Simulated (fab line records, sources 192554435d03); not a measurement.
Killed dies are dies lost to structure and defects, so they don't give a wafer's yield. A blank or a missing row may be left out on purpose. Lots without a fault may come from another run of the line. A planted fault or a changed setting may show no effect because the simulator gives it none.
fab line records | flow n5_finfet
record lots=11 wafers=33 last_day=20
route steps=1938 shown BEOL_M11@1577 MIM_TOP_ETCH@1851 MIM_BOT_LITHO@1863 PASSIVATION@1926
lots that met no fault: from a run of the same line without faults
start_h: hours from the record's first day to the start of the lot's first wafer shown | wait_h: hours since the lot's step before | " the same as in the row above | L1.1+2: a row that stands for several wafers | - no value, or no start given | * or withheld: withheld | < > ~ a bound
route shown NAME@n: a module of which the file shows steps, and the number in the route of the first | usual: mean/standard deviation of fault-free wafers | same: alike in all rows | chamber/n: place in a boat | sites: the reading at each site | _std_site: their standard deviation | _edge_site: outer sites' mean less inner sites' | radius_mm: how far each site lies from the wafer's centre | mask NAME#n: copy n | behind: the tool/chamber that last shaped the wafer | hold: why the lot was held/for how many hours/how that ended | device: the transistor (n, p or np) that didn't switch | end of line: the same wafers' tests at the end of the route | a step without rows: its recipe alone | killed: dies lost to structure and defects at the first sort, not the wafer's yield | map: a wafer's dies, x killed, . not, _ none there
set.NAME: the setting as run; set.NAME@STEP: as run at that earlier step | model.NAME: the simulator's own value behind a step, which no gauge read
steps of the route over a sample of lots; a table a step, a row a wafer
services: from which hour (start_h, from the record's first day; less than 0 if before it) a tool's chamber was out of use, for how many hours, and why
## steps
# step N5_BEOL_M11_STRIP_36
# recipe chemistry=N2/H2 power_w=450 temp_c=40 pressure_mtorr=20 rf_frequency_hz=6e+07 overash_fraction=0.3 bias_power_w=7 h2_frac=0.5 n2_flow_sccm=200 h2_flow_sccm=200
# usual chamber_pressure_mTorr=20.00/0.038 drypump_motor_current_A=5.8/0.57 oes_product_au=0.78/0.077 rf_vpp_V=59.0/1.9 showerhead_plenum_p_Torr=2.53/0.079 throttle_valve_pct=23.79/0.2
# columns lot.wafer tool chamber start_h wait_h chamber_pressure_mTorr drypump_motor_current_A oes_product_au rf_hours_counter_h rf_vpp_V showerhead_plenum_p_Torr throttle_valve_pct
L729.1 rie_diel-03 0 312.06 0.0 19.98 5.6 0.70 229 61.2 2.50 23.81
L729.2 " 2 " " 19.98 5.0 0.74 180 55.9 2.63 23.67
L729.5 " 0 " " 20.05 5.6 0.70 - 59.1 2.50 23.83
L730.1 rie_diel-03 3 321.15 0.0 20.00 5.4 0.85 78 57.9 2.57 23.82
L730.3 " 0 " " 20.02 5.6 0.70 233 54.7 2.50 23.84
L730.4 " 1 " " 20.00 6.1 0.72 187 59.0 2.42 23.56
L732.1 rie_diel-06 3 328.98 0.0 20.03 5.2 0.79 98 59.2 2.56 24.10
L732.2 " 1 " " 20.04 5.2 0.93 25 61.4 2.59 23.43
L732.5 " 2 " " 19.97 6.4 0.73 - 58.4 2.42 23.86
L733.1 rie_diel-06 1 331.27 0.0 20.05 5.2 0.91 26 63.8 2.59 23.47
L733.3 " 3 " " 20.02 5.2 0.77 98 57.9 2.56 24.14
L733.4 " 0 " " 20.04 6.4 0.92 8 58.0 2.60 23.88
L735.1 rie_diel-03 2 334.63 0.0 19.95 5.0 0.73 186 62.8 2.62 23.67
L735.5 " 2 " " 20.08 5.0 0.72 - 60.7 2.63 23.68
L735.6 " 3 " " 20.00 5.3 0.82 - 57.9 2.57 23.78
L734.3 rie_diel-06 3 340.83 0.0 20.03 5.2 0.76 101 58.4 2.56 24.13
L734.5 " 1 " " 19.99 5.2 0.90 - 57.3 2.59 23.43
L734.6 " 0 " " 20.03 6.4 0.91 - 59.1 2.60 23.88
L738.2 rie_diel-06 2 353.44 0.0 19.97 6.4 0.73 201 57.4 2.41 23.88
L738.3 " 1 " " 20.02 5.2 0.90 34 60.0 2.58 23.47
L738.6 " 1 " " 20.01 5.2 0.88 - 59.0 2.58 23.42
L744.2 rie_diel-03 2 353.86 0.0 19.94 5.0 0.71 193 58.5 2.62 23.69
L744.3 " 3 " " 20.00 5.4 0.82 88 58.5 2.57 23.80
L744.4 " 0 " " 19.90 5.5 0.68 242 57.2 2.50 23.87
L748.1 rie_diel-06 0 418.73 0.0 19.99 6.4 0.85 37 62.3 2.58 23.91
L748.3 " 1 " " 20.03 5.2 0.85 54 60.1 2.58 23.44
L748.6 " 0 " " 20.05 6.4 0.88 - 59.2 2.58 23.89
L746.1 rie_diel-01 2 435.14 0.0 20.02 6.4 0.79 93 59.6 2.67 24.15
L746.2 " 0 " " 19.95 6.6 0.73 169 58.2 2.42 24.04
L746.6 " 0 " " 20.03 6.7 0.72 - 57.4 2.42 24.08
L747.1 rie_diel-01 0 441.42 0.0 20.03 6.6 0.73 171 61.6 2.42 24.06
L747.4 " 1 " " 19.98 6.3 0.69 222 56.9 2.51 23.76
L747.6 " 2 " " 19.98 6.4 0.79 - 60.1 2.67 24.14
# step N5_MIM_TOP_ETCH_ETCH_00
# recipe chemistry=Cl2/BCl3 target=TiN target_depth_a=385 ion_energy_ev=150 pressure_mtorr=10 icp_w=1000 bias_w=126 Cl2_flow_sccm=53.25 bcl3_flow_sccm=21.75 Ar_flow_sccm=25
# usual chamber_pressure_mTorr=10.000/0.0094 drypump_motor_current_A=6.1/0.4 he_backside_leak_sccm=3.4/0.35 oes_product_au=0.80/0.042 throttle_valve_pct=22.70/0.068
# columns lot.wafer tool chamber start_h wait_h chamber_pressure_mTorr drypump_motor_current_A he_backside_leak_sccm oes_product_au rf_hours_counter_h throttle_valve_pct
L729.1 rie_metal-01 0 347.89 0.1 10.024 6.1 4.6 0.76 45 22.62
L729.2 " 1 " " 10.011 6.5 3.1 0.76 57 22.78
L729.5 " 1 " " 10.017 6.5 3.1 0.78 - 22.78
L730.1 rie_metal-01 1 352.06 0.1 9.993 6.5 3.3 0.77 58 22.78
L730.3 " 1 " " 10.009 6.5 3.3 0.77 - 22.80
L730.4 " 0 " " 9.989 6.1 3.6 0.76 - 22.63
L732.1 rie_metal-02 0 361.15 0.1 9.993 6.4 3.1 0.83 18 22.61
L732.2 " 1 " " 9.995 5.5 3.1 0.83 21 22.70
L732.5 " 0 " " 10.003 6.5 3.4 0.84 - 22.60
L733.1 rie_metal-02 1 364.96 0.1 9.994 5.5 3.2 0.83 21 22.72
L733.3 " 1 " " 9.978 5.5 3.2 0.83 - 22.70
L733.4 " 0 " " 9.996 6.5 3.4 0.84 - 22.61
L735.1 rie_metal-03 0 369.99 0.1 10.003 5.7 3.2 0.78 42 22.68
L735.5 " 1 " " 9.989 6.6 3.6 0.86 - 22.74
L735.6 " 0 " " 10.012 5.6 3.2 0.79 - 22.67
L734.3 rie_metal-02 1 376.99 0.1 9.989 5.5 3.3 0.83 - 22.71
L734.5 " 0 " " 9.996 6.4 3.2 0.84 - 22.61
L734.6 " 1 " " 9.986 5.6 3.1 0.83 - 22.70
L738.2 rie_metal-01 1 392.69 0.1 9.997 6.5 3.3 0.75 62 22.79
L738.3 " 0 " " 10.014 6.1 3.8 0.75 - 22.63
L738.6 " 1 " " 9.988 6.6 3.2 0.75 - 22.80
L744.2 rie_metal-01 1 397.49 0.1 9.995 6.5 3.2 0.75 62 22.81
L744.3 " 0 " " 10.003 6.1 3.6 0.75 - 22.63
L744.4 " 1 " " 10.003 6.5 3.1 0.75 - 22.81
L748.1 rie_metal-02 0 452.29 0.1 9.996 6.5 3.4 0.82 27 22.62
L748.3 " 1 " " 9.984 5.6 3.3 0.80 - 22.73
L748.6 " 1 " " 9.999 5.6 3.5 0.81 - 22.71
L746.1 rie_metal-03 0 467.73 0.1 10.002 5.6 3.2 0.75 50 22.69
L746.2 " 1 " " 10.011 6.5 3.5 0.83 23 22.77
L746.6 " 0 " " 10.022 5.6 3.2 0.75 - 22.67
L747.1 rie_metal-03 1 471.68 0.1 9.998 6.5 3.9 0.83 24 22.77
L747.4 " 1 " " 10.008 6.6 3.6 0.83 - 22.78
L747.6 " 1 " " 10.013 6.5 3.5 0.84 - 22.77
# step N5_MIM_BOT_LITHO_OVL_MEAS_11
# recipe points_per_wafer=44
# usual MIM_BOT_OVL=1/6.1
# columns lot.wafer tool chamber start_h wait_h MIM_BOT_OVL[nm]
L729.1 overlay-01 0 348.61 0.0 1
L729.2 " 0 " " 2
L729.5 " 0 " " 0
L730.1 overlay-02 0 352.67 0.0 9
L730.3 " 0 " " 1
L730.4 " 0 " " 4
L732.1 overlay-01 0 361.87 0.0 -4
L732.2 " 0 " " -9
L732.5 " 0 " " -20
L733.1 overlay-02 0 365.68 0.0 8
L733.3 " 0 " " 18
L733.4 " 0 " " 10
L735.1 overlay-01 0 370.58 0.0 0
L735.5 " 0 " " 10
L735.6 " 0 " " 3
L734.3 overlay-02 0 377.67 0.0 -3
L734.5 " 0 " " -4
L734.6 " 0 " " 3
L738.2 overlay-02 0 393.29 0.0 0
L738.3 " 0 " " 6
L738.6 " 0 " " -2
L744.2 overlay-01 0 398.12 0.0 -4
L744.3 " 0 " " -8
L744.4 " 0 " " -9
L748.1 overlay-02 0 453.09 0.0 -7
L748.3 " 0 " " -11
L748.6 " 0 " " -6
L746.1 overlay-02 0 468.32 0.0 -6
L746.2 " 0 " " -6
L746.6 " 0 " " -1
L747.1 overlay-01 0 472.27 0.0 0
L747.4 " 0 " " 1
L747.6 " 0 " " 2
# step N5_PASSIVATION_OVL_MEAS_66
# recipe points_per_wafer=44
# usual PASS_OPEN_OVL=2/5.7
# columns lot.wafer tool chamber start_h wait_h PASS_OPEN_OVL[nm]
L729.1 overlay-01 0 353.71 0.0 4
L729.2 " 0 " " 9
L729.5 " 0 " " 2
L730.1 overlay-02 0 360.56 0.0 7
L730.3 " 0 " " 9
L730.4 " 0 " " 3
L732.1 overlay-01 0 372.77 0.0 10
L732.2 " 0 " " 10
L732.5 " 0 " " 15
L733.1 overlay-02 0 373.89 0.0 -3
L733.3 " 0 " " -1
L733.4 " 0 " " -3
L735.1 overlay-01 0 377.64 0.0 -3
L735.5 " 0 " " -4
L735.6 " 0 " " -9
L734.3 overlay-02 0 384.09 0.0 6
L734.5 " 0 " " -4
L734.6 " 0 " " 6
L738.2 overlay-01 0 399.99 0.0 3
L738.3 " 0 " " 0
L738.6 " 0 " " -6
L744.2 overlay-02 0 404.51 0.0 6
L744.3 " 0 " " 0
L744.4 " 0 " " 10
L748.1 overlay-01 0 459.89 0.0 5
L748.3 " 0 " " 4
L748.6 " 0 " " 5
L746.1 overlay-01 0 475.34 0.0 0
L746.2 " 0 " " 5
L746.6 " 0 " " 1
L747.1 overlay-02 0 479.22 0.0 -4
L747.4 " 0 " " -8
L747.6 " 0 " " -1
# step N5_PASSIVATION_PROBE_49
# usual defect_limited_yield=90.8/1.7 killed_at_M0_to_M3=37/12 killed_at_M4_up=15/5.6 killed_at_contacts=13/6.9 killed_at_front_end=40/11 killed_at_other=4/3.2 killed_dies=109/20 killed_on_rim=14/4.3 killed_open=73/15 killed_short=35/8.3 sort_bin_5_function=5.4/1.1 sort_bin_6_memory=3.5/0.73 sort_n_pass=1071/20 sort_yield_pct=90.8/1.7
# same gross_dies=1180 killed_at_back_side=0 sort_bin_4_leakage[%]=0 sort_bin_8_speed[%]=0
# columns lot.wafer tool chamber start_h wait_h defect_limited_yield[%] killed_at_M0_to_M3 killed_at_M4_up killed_at_contacts killed_at_front_end killed_at_other killed_dies killed_on_rim killed_open killed_short sort_bin_5_function[%] sort_bin_6_memory[%] sort_n_pass sort_yield_pct[%]
L734.3 prober-01 - 387.63 0.1 81.5 16 133 8 59 2 218 13 74 21 11.6 4.7 962 81.5
L734.5 prober-01 - 387.73 0.2 82.4 36 108 13 47 4 208 28 67 40 10.9 4.0 972 82.4
L734.6 prober-01 - 387.78 0.3 81.9 23 128 8 50 4 213 11 54 36 11.2 4.2 967 81.9
L738.2 prober-02 - 403.14 0.1 90.4 16 44 10 42 1 113 29 46 32 5.8 2.7 1067 90.4
L738.3 prober-02 - 403.19 0.1 84.5 23 111 9 37 3 183 28 51 31 8.7 4.2 997 84.5
L738.6 prober-02 - 403.34 0.3 81.9 30 133 14 31 6 214 28 74 25 11.3 4.5 966 81.9
# killed by level:class
L734.3 BEOL_M11:unspecified=121 FIN_SAQP:geometric_particle:open=22 FIN_SAQP:geometric_particle:short=10 STI_FIN_REVEAL:geometric_particle:open=9 MOL_CONTACT_COAG:geometric_particle:open=8 BEOL_M4:geometric_particle:open=6 DUMMY_GATE:geometric_particle:open=4 GATE_CUT:geometric_particle:open=3
L734.5 BEOL_M11:unspecified=101 STI_FIN_REVEAL:geometric_particle:open=12 MOL_CONTACT_COAG:geometric_particle:open=10 BEOL_M3:geometric_particle:open=10 GATE_CUT:geometric_particle:short=6 BEOL_M0_SAQP:geometric_particle:short=6 FIN_SAQP:geometric_particle:short=5 STI_FIN_REVEAL:geometric_particle:short=5
L734.6 BEOL_M11:unspecified=121 FIN_SAQP:geometric_particle:open=8 STI_FIN_REVEAL:geometric_particle:open=8 FIN_SAQP:geometric_particle:short=7 GATE_CUT:geometric_particle:short=6 MOL_CONTACT_COAG:geometric_particle:open=6 DUMMY_GATE:geometric_particle:open=4 BEOL_M0_SAQP:geometric_particle:open=4
L738.2 BEOL_M11:unspecified=35 STI_FIN_REVEAL:geometric_particle:open=14 MOL_CONTACT_COAG:geometric_particle:open=8 GATE_CUT:geometric_particle:short=6 BEOL_M2:geometric_particle:open=4 FIN_SAQP:geometric_particle:short=3 FIN_SAQP:geometric_particle:open=3 DUMMY_GATE:geometric_particle:open=3
L738.3 BEOL_M11:unspecified=101 STI_FIN_REVEAL:geometric_particle:open=10 MOL_CONTACT_COAG:geometric_particle:open=8 DUMMY_GATE:geometric_particle:open=5 STI_FIN_REVEAL:geometric_particle:short=4 DUMMY_GATE:geometric_particle:short=4 BEOL_M0_SAQP:geometric_particle:open=4 BEOL_M0:geometric_particle:open=4
L738.6 BEOL_M11:unspecified=114 STI_FIN_REVEAL:geometric_particle:open=16 MOL_CONTACT_COAG:geometric_particle:open=13 BEOL_M2:geometric_particle:open=12 BEOL_M4:geometric_particle:open=10 BEOL_M0_SAQP:geometric_particle:open=6 BEOL_M0_SAQP:geometric_particle:short=5 STI_FIN_REVEAL:geometric_particle:short=4
## services
# columns tool chamber start_h hours kind
rie_diel-06 0 289.47 - clean
rie_diel-06 0 289.47 - consumable_replace:focus_ring
rie_diel-06 0 289.47 12.7 scheduled_down
rie_diel-06 0 289.47 12.7 vent_cycle
rie_diel-03 - 293.56 16.0 repair
rie_metal-01 1 294.19 6.5 repair
rie_metal-03 - 364.79 1.1 repair
rie_metal-03 - 379.61 10.0 pm
rie_diel-03 0 385.10 - clean
rie_diel-03 0 385.10 - consumable_replace:focus_ring
rie_diel-03 0 385.10 14.8 scheduled_down
rie_diel-03 0 385.10 14.8 vent_cycle
rie_diel-03 - 403.77 0.4 repair
rie_diel-06 1 422.60 4.8 repair
rie_diel-06 3 441.09 5.5 repair
## key
first_sign step=N5_PASSIVATION_PROBE_49 reading=killed_at_M4_up direction=up sigmas=17 usual=15 struck=110
effect step=N5_PASSIVATION_PROBE_49 reading=killed_dies direction=up sigmas=4.2 usual=109 struck=192 wafers_moved=5
more_kills_born_at N5_BEOL_M11_STRIP_36@rie_diel-06=593
met_at N5_BEOL_M11_STRIP_36
struck_lots L734,L738
not_acting_at N5_MIM_TOP_ETCH_ETCH_00,N5_MIM_BOT_LITHO_OVL_MEAS_11,N5_PASSIVATION_OVL_MEAS_66
onset_between 331.27 340.83
fault kind=chamber_particle_source tool=rie_diel-06 chamber=- onset_h=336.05 steps=N5_BEOL_M11_STRIP_36 rate_per_visit_cm2=0.88294 end_h=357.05
